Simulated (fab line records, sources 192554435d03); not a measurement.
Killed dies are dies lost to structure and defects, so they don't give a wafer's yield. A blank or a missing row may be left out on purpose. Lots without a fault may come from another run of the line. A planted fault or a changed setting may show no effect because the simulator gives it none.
fab line records | flow n5_finfet
record lots=24 wafers=72 last_day=18
route steps=1938 shown DUMMY_GATE@219 SD_EPI_N@270 SD_EPI_P@312 DUMMY_REMOVAL@381
lots that met no fault: from a run of the same line without faults
start_h: hours from the record's first day to the start of the lot's first wafer shown | wait_h: hours since the lot's step before | " the same as in the row above | L1.1+2: a row that stands for several wafers | - no value, or no start given | * or withheld: withheld | < > ~ a bound
route shown NAME@n: a module of which the file shows steps, and the number in the route of the first | usual: mean/standard deviation of fault-free wafers | same: alike in all rows | chamber/n: place in a boat | sites: the reading at each site | _std_site: their standard deviation | _edge_site: outer sites' mean less inner sites' | radius_mm: how far each site lies from the wafer's centre | mask NAME#n: copy n | behind: the tool/chamber that last shaped the wafer | hold: why the lot was held/for how many hours/how that ended | device: the transistor (n, p or np) that didn't switch | end of line: the same wafers' tests at the end of the route | a step without rows: its recipe alone | killed: dies lost to structure and defects at the first sort, not the wafer's yield | map: a wafer's dies, x killed, . not, _ none there
set.NAME: the setting as run; set.NAME@STEP: as run at that earlier step | model.NAME: the simulator's own value behind a step, which no gauge read
steps of the route over a sample of lots; a table a step, a row a wafer
services: from which hour (start_h, from the record's first day; less than 0 if before it) a tool's chamber was out of use, for how many hours, and why
## steps
# step N5_DUMMY_GATE_THK_MEAS_05
# usual thk_nm=72.1/1
# columns lot.wafer tool chamber start_h wait_h thk_nm
L074.1 film_metro-01 - 41.25 0.2 72.6
L074.2 " - " " 72.2
L074.5 " - " " 72.8
L075.1 film_metro-01 - 48.55 0.1 73.4
L075.2 " - " " 71.6
L075.3 " - " " 70.6
L076.3 film_metro-01 - 52.97 0.1 72.0
L076.4 " - " " 72.5
L076.6 " - " " 73.6
L077.4 film_metro-01 - 61.87 0.1 71.1
L077.5 " - " " 71.7
L077.6 " - " " 70.4
L078.4 film_metro-01 - 66.88 0.2 71.9
L078.5 " - " " 71.3
L078.6 " - " " 72.2
L079.2 film_metro-01 - 73.27 0.2 72.1
L079.4 " - " " 71.8
L079.6 " - " " 72.1
L080.1 film_metro-01 - 80.89 0.1 73.3
L080.4 " - " " 73.3
L080.5 " - " " 71.2
L081.3 film_metro-01 - 85.72 0.1 70.5
L081.5 " - " " 71.4
L081.6 " - " " 71.0
L082.1 film_metro-02 - 90.95 0.2 72.3
L082.3 " - " " 71.8
L082.5 " - " " 72.3
L083.2 film_metro-02 - 99.19 0.2 71.2
L083.5 " - " " 69.5
L083.6 " - " " 70.5
L084.1 film_metro-02 - 101.66 0.1 71.4
L084.3 " - " " 71.1
L084.6 " - " " 70.8
L085.1 film_metro-01 - 109.55 0.1 72.5
L085.2 " - " " 73.1
L085.3 " - " " 72.2
L086.3 film_metro-01 - 120.04 0.1 71.7
L086.4 " - " " 73.0
L086.5 " - " " 72.6
L087.2 film_metro-02 - 121.26 0.1 71.7
L087.3 " - " " 72.7
L087.6 " - " " 72.9
L088.2 film_metro-01 - 124.93 0.2 72.8
L088.4 " - " " 72.7
L088.6 " - " " 72.7
L089.2 film_metro-02 - 133.68 0.1 71.6
L089.3 " - " " 72.3
L089.6 " - " " 71.3
L090.1 film_metro-02 - 138.33 0.2 70.6
L090.2 " - " " 70.9
L090.6 " - " " 69.8
L091.1 film_metro-01 - 142.20 0.1 73.5
L091.4 " - " " 73.0
L091.6 " - " " 72.2
L092.3 film_metro-02 - 150.61 0.1 74.9
L092.4 " - " " 74.6
L092.6 " - " " 73.6
L093.1 film_metro-01 - 155.08 0.2 71.9
L093.3 " - " " 70.5
L093.4 " - " " 72.3
L094.1 film_metro-01 - 166.32 0.1 73.2
L094.5 " - " " 73.1
L094.6 " - " " 72.7
L095.2 film_metro-02 - 168.01 0.1 72.7
L095.5 " - " " 70.7
L095.6 " - " " 71.6
L096.1 film_metro-01 - 174.23 0.2 72.6
L096.2 " - " " 71.7
L096.3 " - " " 71.6
L097.1 film_metro-02 - 179.67 0.1 72.5
L097.2 " - " " 72.2
L097.4 " - " " 73.2
# step N5_DUMMY_GATE_ETCH_32
# recipe chemistry=CF4 target=SiO2 target_depth_a=35 time_s=3.9 ion_energy_ev=350 pressure_mtorr=10 icp_w=800 bias_w=400 cf4_flow_sccm=80
# usual drypump_motor_current_A=5.8/0.39 oes_product_au=1.007/0.017 throttle_valve_pct=21.85/0.22
# columns lot.wafer tool chamber start_h wait_h drypump_motor_current_A oes_product_au rf_hours_counter_h throttle_valve_pct
L074.1 rie_si-05 2 46.34 0.1 6.1 1.010 180 22.06
L074.2 " 3 " " 5.2 1.002 16 21.68
L074.5 " 2 " " 6.1 1.009 - 22.06
L075.1 rie_si-06 2 53.71 0.1 5.7 0.996 18 22.06
L075.2 " 0 " " 5.7 0.983 27 21.61
L075.3 " 1 " " 5.7 1.029 144 21.74
L076.3 rie_si-05 2 58.22 0.1 6.2 1.000 180 22.07
L076.4 " 0 " " 6.2 0.999 95 22.03
L076.6 " 2 " " 6.1 1.002 - 22.04
L077.4 rie_si-05 2 67.08 0.0 6.1 0.997 180 22.05
L077.5 " 1 " " 6.1 1.008 - 22.03
L077.6 " 0 " " 6.2 1.004 - 22.01
L078.4 rie_si-05 2 72.13 0.1 6.1 1.011 180 22.04
L078.5 " 3 " " 5.3 1.014 - 21.70
L078.6 " 0 " " 6.2 0.993 - 22.00
L079.2 rie_si-05 3 78.57 0.1 5.2 1.018 16 21.70
L079.4 " 0 " " 6.2 0.999 95 22.00
L079.6 " 1 " " 6.1 1.020 - 22.03
L080.1 rie_si-05 0 86.63 0.1 6.2 1.000 95 22.00
L080.4 " 1 " " 6.1 1.014 52 22.04
L080.5 " 1 " " 6.2 1.009 - 22.04
L081.3 rie_si-05 2 91.21 0.1 6.1 1.007 181 22.04
L081.5 " 1 " " 6.2 1.015 - 22.03
L081.6 " 2 " " 6.1 1.001 - 22.06
L082.1 rie_si-06 1 96.04 0.1 5.7 1.041 145 21.76
L082.3 " 3 " " 6.2 1.035 135 21.37
L082.5 " 2 " " 5.6 0.991 - 22.08
L083.2 rie_si-02 0 104.42 0.1 5.2 0.991 57 21.86
L083.5 " 1 " " 6.1 0.980 - 21.61
L083.6 " 0 " " 5.2 0.989 - 21.88
L084.1 rie_si-06 2 106.94 0.1 5.6 0.999 18 22.06
L084.3 " 3 " " 6.2 1.047 135 21.37
L084.6 " 0 " " 5.7 0.987 - 21.61
L085.1 rie_si-05 2 114.64 0.1 6.1 0.987 181 22.05
L085.2 " 0 " " 6.2 0.999 96 22.00
L085.3 " 1 " " 6.1 1.010 53 22.02
L086.3 rie_si-02 2 125.47 0.1 5.7 0.984 128 21.70
L086.4 " 3 " " 5.3 1.037 155 21.63
L086.5 " 3 " " 5.3 1.030 - 21.61
L087.2 rie_si-06 3 129.31 0.1 6.2 1.041 136 21.37
L087.3 " 0 " " 5.7 0.978 28 21.62
L087.6 " 3 " " 6.2 1.037 - 21.36
L088.2 rie_si-05 2 130.02 0.1 6.1 1.009 182 22.06
L088.4 " 3 " " 5.3 1.015 17 21.71
L088.6 " 1 " " 6.2 1.014 - 22.04
L089.2 rie_si-05 1 148.57 0.1 6.1 1.022 54 22.03
L089.3 " 3 " " 5.2 1.013 17 21.70
L089.6 " 2 " " 6.1 1.016 - 22.06
L090.1 rie_si-06 2 148.94 0.1 5.6 0.991 19 22.06
L090.2 " 0 " " 5.7 0.990 29 21.59
L090.6 " 1 " " 5.7 1.036 - 21.74
L091.1 rie_si-02 1 148.96 0.1 6.2 0.978 2 21.63
L091.4 " 3 " " 5.3 1.030 156 21.61
L091.6 " 0 " " 5.2 0.989 - 21.87
L092.3 rie_si-05 3 155.91 0.1 5.2 1.011 18 21.67
L092.4 " 0 " " 6.2 1.003 97 22.01
L092.6 " 1 " " 6.2 1.008 - 22.04
L093.1 rie_si-02 0 160.31 0.1 5.2 0.991 58 21.88
L093.3 " 1 " " 6.1 0.972 2 21.62
L093.4 " 2 " " 5.7 0.982 129 21.69
L094.1 rie_si-02 0 171.55 0.1 5.2 0.990 59 21.88
L094.5 " 3 " " 5.2 1.033 - 21.61
L094.6 " 0 " " 5.2 0.992 - 21.87
L095.2 rie_si-05 0 173.23 0.1 6.2 1.002 97 22.02
L095.5 " 2 " " 6.2 1.001 - 22.07
L095.6 " 3 " " 5.2 1.013 - 21.70
L096.1 rie_si-05 3 179.71 0.1 5.3 1.006 18 21.70
L096.2 " 2 " " 6.2 1.009 182 22.06
L096.3 " 1 " " 6.1 1.021 54 22.04
L097.1 rie_si-06 2 184.77 0.1 5.7 0.996 20 22.06
L097.2 " 1 " " 5.7 1.036 146 21.75
L097.4 " 0 " " 5.7 0.975 29 21.60
# step N5_SD_EPI_N_CD_MEAS_09
# recipe target_cd_nm=120 landing_energy_ev=500 detector=se_inlens
# usual cd_nm=119.8/0.63
# columns lot.wafer tool chamber start_h wait_h cd_nm
L074.1 cd_sem-01 0 47.83 - 119.6
L074.2 " 0 " " 120.3
L074.5 " 0 " " 120.0
L075.1 cd_sem-02 0 55.08 - 119.6
L075.2 " 0 " " 120.5
L075.3 " 0 " " 119.2
L076.3 cd_sem-03 0 59.59 - 119.8
L076.4 " 0 " " 119.4
L076.6 " 0 " " 119.7
L077.4 cd_sem-01 0 68.81 - 119.5
L077.5 " 0 " " 119.5
L077.6 " 0 " " 120.3
L078.4 cd_sem-01 0 73.58 - 121.0
L078.5 " 0 " " 119.3
L078.6 " 0 " " 120.4
L079.2 cd_sem-03 0 80.09 - 120.3
L079.4 " 0 " " 119.9
L079.6 " 0 " " 119.2
L080.1 cd_sem-03 0 88.38 - 120.4
L080.4 " 0 " " 120.2
L080.5 " 0 " " 119.9
L081.3 cd_sem-03 0 94.83 - 120.0
L081.5 " 0 " " 120.2
L081.6 " 0 " " 119.8
L082.1 cd_sem-02 0 97.48 - 120.2
L082.3 " 0 " " 119.6
L082.5 " 0 " " 120.9
L083.2 cd_sem-03 0 105.90 - 119.7
L083.5 " 0 " " 118.9
L083.6 " 0 " " 119.5
L084.1 cd_sem-02 0 109.01 - 121.0
L084.3 " 0 " " 120.8
L084.6 " 0 " " 121.2
L085.1 cd_sem-01 0 116.36 - 119.0
L085.2 " 0 " " 118.7
L085.3 " 0 " " 119.1
L086.3 cd_sem-03 0 126.83 - 118.7
L086.4 " 0 " " 119.2
L086.5 " 0 " " 119.6
L087.2 cd_sem-01 0 130.80 - 118.5
L087.3 " 0 " " 118.8
L087.6 " 0 " " 119.4
L088.2 cd_sem-03 0 131.58 - 120.6
L088.4 " 0 " " 120.4
L088.6 " 0 " " 120.0
L089.2 cd_sem-03 0 150.05 - 119.3
L089.3 " 0 " " 120.2
L089.6 " 0 " " 119.1
L090.1 cd_sem-01 0 150.82 - 119.9
L090.2 " 0 " " 119.8
L090.6 " 0 " " 120.4
L091.1 cd_sem-03 0 150.97 - 119.5
L091.4 " 0 " " 119.0
L091.6 " 0 " " 120.1
L092.3 cd_sem-03 0 157.43 - 120.5
L092.4 " 0 " " 120.2
L092.6 " 0 " " 120.2
L093.1 cd_sem-01 0 161.81 - 121.1
L093.3 " 0 " " 120.1
L093.4 " 0 " " 119.9
L094.1 cd_sem-03 0 173.03 - 118.8
L094.5 " 0 " " 119.3
L094.6 " 0 " " 119.8
L095.2 cd_sem-02 0 174.59 - 118.8
L095.5 " 0 " " 119.1
L095.6 " 0 " " 119.1
L096.1 cd_sem-02 0 181.29 - 120.2
L096.2 " 0 " " 120.6
L096.3 " 0 " " 119.8
L097.1 cd_sem-02 0 187.15 - 119.9
L097.2 " 0 " " 119.8
L097.4 " 0 " " 119.6
# step N5_SD_EPI_N_INSPECT_11
# recipe mode=adi inspect_instrument=macro
# usual raw_defect_count=2.1/1.4
# columns lot.wafer tool chamber start_h wait_h raw_defect_count
L074.1 defect_inspect-02 - 47.88 0.0 4
L074.2 " - " " 3
L074.5 " - " " 0
L075.1 defect_inspect-01 - 55.13 0.0 1
L075.2 " - " " 2
L075.3 " - " " 3
L076.3 defect_inspect-02 - 59.64 0.0 4
L076.4 " - " " 1
L076.6 " - " " 1
L077.4 defect_inspect-02 - 68.86 0.0 2
L077.5 " - " " 3
L077.6 " - " " 1
L078.4 defect_inspect-01 - 73.67 0.1 2
L078.5 " - " " 1
L078.6 " - " " 2
L079.2 defect_inspect-02 - 80.14 0.0 3
L079.4 " - " " 1
L079.6 " - " " 0
L080.1 defect_inspect-02 - 88.43 0.0 4
L080.4 " - " " 3
L080.5 " - " " 2
L081.3 defect_inspect-02 - 94.89 0.0 2
L081.5 " - " " 2
L081.6 " - " " 4
L082.1 defect_inspect-02 - 97.53 0.0 3
L082.3 " - " " 1
L082.5 " - " " 1
L083.2 defect_inspect-02 - 105.96 0.0 1
L083.5 " - " " 3
L083.6 " - " " 2
L084.1 defect_inspect-01 - 109.06 0.0 4
L084.3 " - " " 0
L084.6 " - " " 4
L085.1 defect_inspect-02 - 116.42 0.0 3
L085.2 " - " " 0
L085.3 " - " " 1
L086.3 defect_inspect-01 - 126.89 0.0 1
L086.4 " - " " 2
L086.5 " - " " 1
L087.2 defect_inspect-02 - 130.85 0.0 4
L087.3 " - " " 1
L087.6 " - " " 0
L088.2 defect_inspect-02 - 131.63 0.0 1
L088.4 " - " " 2
L088.6 " - " " 2
L089.2 defect_inspect-01 - 150.10 0.0 1
L089.3 " - " " 5
L089.6 " - " " 3
L090.1 defect_inspect-02 - 150.87 0.0 2
L090.2 " - " " 1
L090.6 " - " " 3
L091.1 defect_inspect-02 - 151.03 0.0 3
L091.4 " - " " 2
L091.6 " - " " 1
L092.3 defect_inspect-01 - 157.48 0.0 2
L092.4 " - " " 6
L092.6 " - " " 2
L093.1 defect_inspect-01 - 161.86 0.0 4
L093.3 " - " " 3
L093.4 " - " " 1
L094.1 defect_inspect-02 - 173.09 0.0 2
L094.5 " - " " 2
L094.6 " - " " 1
L095.2 defect_inspect-01 - 174.64 0.0 4
L095.5 " - " " 1
L095.6 " - " " 4
L096.1 defect_inspect-01 - 181.34 0.0 3
L096.2 " - " " 0
L096.3 " - " " 1
L097.1 defect_inspect-01 - 187.21 0.0 0
L097.2 " - " " 2
L097.4 " - " " 1
# step N5_SD_EPI_P_ETCH_16
# recipe chemistry=CHF3/O2 target=SiO2 target_depth_a=50 mask_material=SOC pressure_mtorr=30 source_w=650 bias_w=170 Ar_flow_sccm=200 CHF3_flow_sccm=50 O2_flow_sccm=5 ion_energy_ev=200
# usual drypump_motor_current_A=5.8/0.35 oes_product_au=0.78/0.091 rf_vpp_V=524/6.4 showerhead_plenum_p_Torr=2.43/0.062 throttle_valve_pct=18.9/0.31
# columns lot.wafer tool chamber start_h wait_h drypump_motor_current_A oes_product_au rf_hours_counter_h rf_vpp_V showerhead_plenum_p_Torr throttle_valve_pct
L074.1 rie_diel-04 1 53.93 0.1 5.6 0.72 180 517 2.50 18.9
L074.2 " 3 " " 5.5 0.83 79 529 2.44 18.8
L074.5 " 3 " " 5.5 0.83 - 529 2.44 18.8
L075.1 rie_diel-03 0 60.52 0.1 5.6 0.97 10 518 2.37 18.3
L075.2 " 1 " " 6.1 0.77 131 531 2.52 19.3
L075.3 " 2 " " 6.3 0.68 238 516 2.37 18.9
L076.3 rie_diel-04 1 65.36 0.1 5.6 0.71 182 519 2.50 18.9
L076.4 " 2 " " 5.6 0.86 65 517 2.35 18.8
L076.6 " 2 " " 5.6 0.85 - 517 2.35 18.8
L077.4 rie_diel-03 1 75.67 0.1 6.1 0.77 135 531 2.52 19.3
L077.5 " 0 " " 5.6 0.96 - 518 2.37 18.3
L077.6 " 3 " " 6.4 0.78 - 522 2.52 18.8
L078.4 rie_diel-06 2 78.63 0.1 5.2 0.87 46 532 2.44 19.0
L078.5 " 3 " " 5.8 0.66 - 519 2.47 18.8
L078.6 " 2 " " 5.2 0.86 - 532 2.44 19.0
L079.2 rie_diel-03 3 85.43 0.1 6.3 0.78 128 520 2.52 18.8
L079.4 " 2 " " 6.3 0.68 246 516 2.37 19.0
L079.6 " 1 " " 6.1 0.77 - 530 2.52 19.3
L080.1 rie_diel-06 1 93.49 0.1 5.9 0.71 200 531 2.39 19.4
L080.4 " 2 " " 5.2 0.87 51 531 2.44 19.0
L080.5 " 3 " " 5.8 0.67 - 516 2.47 18.8
L081.3 rie_diel-04 2 100.61 0.1 5.6 0.83 76 515 2.34 18.8
L081.5 " 2 " " 5.6 0.84 - 518 2.34 18.8
L081.6 " 1 " " 5.6 0.70 - 518 2.50 18.9
L082.1 rie_diel-06 0 102.48 0.1 5.7 0.71 201 530 2.48 18.9
L082.3 " 2 " " 5.2 0.87 53 532 2.44 19.0
L082.5 " 1 " " 5.9 0.72 - 535 2.39 19.4
L083.2 rie_diel-06 0 110.93 0.1 5.8 0.71 204 531 2.48 18.9
L083.5 " 1 " " 5.9 0.71 - 534 2.39 19.4
L083.6 " 2 " " 5.2 0.86 - 531 2.44 19.0
L084.1 rie_diel-03 3 114.14 0.1 6.3 0.77 136 521 2.52 18.8
L084.3 " 0 " " 5.6 0.92 27 520 2.36 18.3
L084.6 " 1 " " 6.1 0.76 - 529 2.51 19.3
L085.1 rie_diel-03 3 122.48 0.1 6.4 0.77 139 521 2.52 18.8
L085.2 " 1 " " 6.1 0.77 151 530 2.51 19.3
L085.3 " 0 " " 5.6 0.92 31 520 2.36 18.3
L086.3 rie_diel-03 0 132.50 0.1 5.6 0.91 33 521 2.36 18.3
L086.4 " 1 " " 6.1 0.75 154 529 2.51 19.3
L086.5 " 2 " " 6.3 0.99 - 516 2.37 18.6
L087.2 rie_diel-03 3 137.30 0.1 6.3 0.76 143 520 2.51 18.8
L087.3 " 2 " " 6.3 0.98 3 515 2.37 18.6
L087.6 " 1 " " 6.1 0.75 - 530 2.51 19.3
L088.2 rie_diel-04 3 137.47 0.1 5.4 0.81 103 527 2.43 18.8
L088.4 " 2 " " 5.6 0.84 87 518 2.34 18.8
L088.6 " 3 " " 5.5 0.81 - 528 2.43 18.8
L089.2 rie_diel-04 0 155.95 0.1 6.3 0.67 245 522 2.37 19.4
L089.3 " 1 " " 5.5 0.70 210 519 2.49 19.0
L089.6 " 1 " " 5.6 0.69 - 518 2.49 19.0
L090.1 rie_diel-06 0 156.14 0.1 5.8 0.69 220 530 2.47 18.9
L090.2 " 2 " " 5.2 0.84 72 534 2.43 19.0
L090.6 " 2 " " 5.2 0.83 - 530 2.43 19.1
L091.1 rie_diel-04 2 156.61 0.1 5.6 0.83 92 518 2.34 18.9
L091.4 " 0 " " 6.3 0.67 246 523 2.37 19.4
L091.6 " 1 " " 5.5 0.69 - 518 2.49 19.0
L092.3 rie_diel-06 3 162.49 0.1 5.8 0.96 1 518 2.46 18.4
L092.4 " 0 " " 5.7 0.70 223 530 2.47 18.9
L092.6 " 0 " " 5.7 0.69 - 530 2.47 18.9
L093.1 rie_diel-06 2 167.64 0.1 5.2 0.83 75 531 2.43 19.1
L093.3 " 1 " " 5.9 0.70 215 534 2.39 19.4
L093.4 " 0 " " 5.7 0.69 225 530 2.47 18.9
L094.1 rie_diel-04 2 178.92 0.1 5.6 0.83 99 517 2.33 18.9
L094.5 " 2 " " 5.6 0.82 - 518 2.33 18.9
L094.6 " 1 " " 5.6 0.68 - 517 2.49 19.0
L095.2 rie_diel-04 3 180.00 0.1 5.4 0.78 115 527 2.42 18.9
L095.5 " 2 " " 5.6 0.82 - 516 2.33 18.9
L095.6 " 1 " " 5.6 0.69 - 517 2.49 19.0
L096.1 rie_diel-03 0 187.25 0.1 5.6 0.88 49 518 2.35 18.3
L096.2 " 2 " " 6.3 0.92 19 514 2.36 18.6
L096.3 " 3 " " 6.3 0.75 157 522 2.51 18.9
L097.1 rie_diel-03 1 192.29 0.1 6.1 0.75 170 530 2.50 19.3
L097.2 " 0 " " 5.6 0.88 51 518 2.35 18.3
L097.4 " 3 " " 6.3 0.75 159 520 2.51 18.9
# step N5_DUMMY_REMOVAL_INSPECT_06
# recipe inspect_instrument=brightfield mode=aei
# usual raw_defect_count=12/5.1
# columns lot.wafer tool chamber start_h wait_h raw_defect_count
L074.1 defect_inspect-01 - 72.95 0.0 9
L074.2 " - " " 12
L074.5 " - " " 6
L075.1 defect_inspect-02 - 75.88 0.0 4
L075.2 " - " " 17
L075.3 " - " " 9
L076.3 defect_inspect-02 - 81.05 0.0 9
L076.4 " - " " 5
L076.6 " - " " 19
L077.4 defect_inspect-02 - 91.88 0.0 10
L077.5 " - " " 8
L077.6 " - " " 10
L078.4 defect_inspect-02 - 93.51 0.0 9
L078.5 " - " " 7
L078.6 " - " " 17
L079.2 defect_inspect-01 - 103.10 0.0 9
L079.4 " - " " 12
L079.6 " - " " 16
L080.1 defect_inspect-01 - 108.82 0.0 13
L080.4 " - " " 15
L080.5 " - " " 29
L081.3 defect_inspect-02 - 116.29 0.0 18
L081.5 " - " " 18
L081.6 " - " " 13
L082.1 defect_inspect-01 - 118.65 0.0 10
L082.3 " - " " 8
L082.5 " - " " 8
L083.2 defect_inspect-02 - 126.21 0.0 8
L083.5 " - " " 18
L083.6 " - " " 14
L084.1 defect_inspect-02 - 129.55 0.0 8
L084.3 " - " " 10
L084.6 " - " " 12
L085.1 defect_inspect-02 - 137.55 0.0 11
L085.2 " - " " 16
L085.3 " - " " 15
L086.3 defect_inspect-02 - 148.79 0.0 9
L086.4 " - " " 16
L086.5 " - " " 14
L087.2 defect_inspect-01 - 152.76 0.0 12
L087.3 " - " " 5
L087.6 " - " " 10
L088.2 defect_inspect-02 - 154.20 0.0 13
L088.4 " - " " 14
L088.6 " - " " 2
L089.2 defect_inspect-01 - 171.73 0.0 23
L089.3 " - " " 17
L089.6 " - " " 22
L090.1 defect_inspect-01 - 172.19 0.0 3
L090.2 " - " " 7
L090.6 " - " " 12
L091.1 defect_inspect-02 - 174.14 0.0 16
L091.4 " - " " 11
L091.6 " - " " 15
L092.3 defect_inspect-02 - 178.54 0.0 9
L092.4 " - " " 6
L092.6 " - " " 10
L093.1 defect_inspect-02 - 184.41 0.0 8
L093.3 " - " " 8
L093.4 " - " " 22
L094.1 defect_inspect-02 - 194.92 0.0 17
L094.5 " - " " 16
L094.6 " - " " 13
L095.2 defect_inspect-02 - 195.77 0.0 14
L095.5 " - " " 10
L095.6 " - " " 12
L096.1 defect_inspect-02 - 203.95 0.0 20
L096.2 " - " " 12
L096.3 " - " " 4
L097.1 defect_inspect-01 - 207.74 0.0 9
L097.2 " - " " 10
L097.4 " - " " 10
## services
# columns tool chamber start_h hours kind
rie_si-02 1 25.64 - clean
rie_si-02 1 25.64 - consumable_replace:focus_ring
rie_si-02 1 25.64 14.8 scheduled_down
rie_si-02 1 25.64 14.8 vent_cycle
rie_si-02 0 44.25 2.0 repair
rie_si-05 1 59.26 2.9 repair
rie_diel-03 2 103.59 - clean
rie_diel-03 2 103.59 - consumable_replace:focus_ring
rie_diel-03 2 103.59 19.6 scheduled_down
rie_diel-03 2 103.59 19.6 vent_cycle
rie_si-05 2 110.76 3.6 repair
rie_diel-06 1 114.71 23.0 repair
rie_diel-06 3 114.84 4.0 repair
rie_diel-06 3 138.00 - clean
rie_diel-06 3 138.00 - consumable_replace:focus_ring
rie_diel-06 3 138.00 20.4 scheduled_down
rie_diel-06 3 138.00 20.4 vent_cycle
rie_diel-04 1 139.91 2.5 repair
rie_diel-03 1 140.98 6.8 repair
rie_diel-04 - 163.06 1.1 repair
rie_diel-04 0 170.61 - clean
rie_diel-04 0 170.61 - consumable_replace:focus_ring
rie_diel-04 0 170.61 19.5 scheduled_down
rie_diel-04 0 170.61 19.5 vent_cycle
## key
fault none
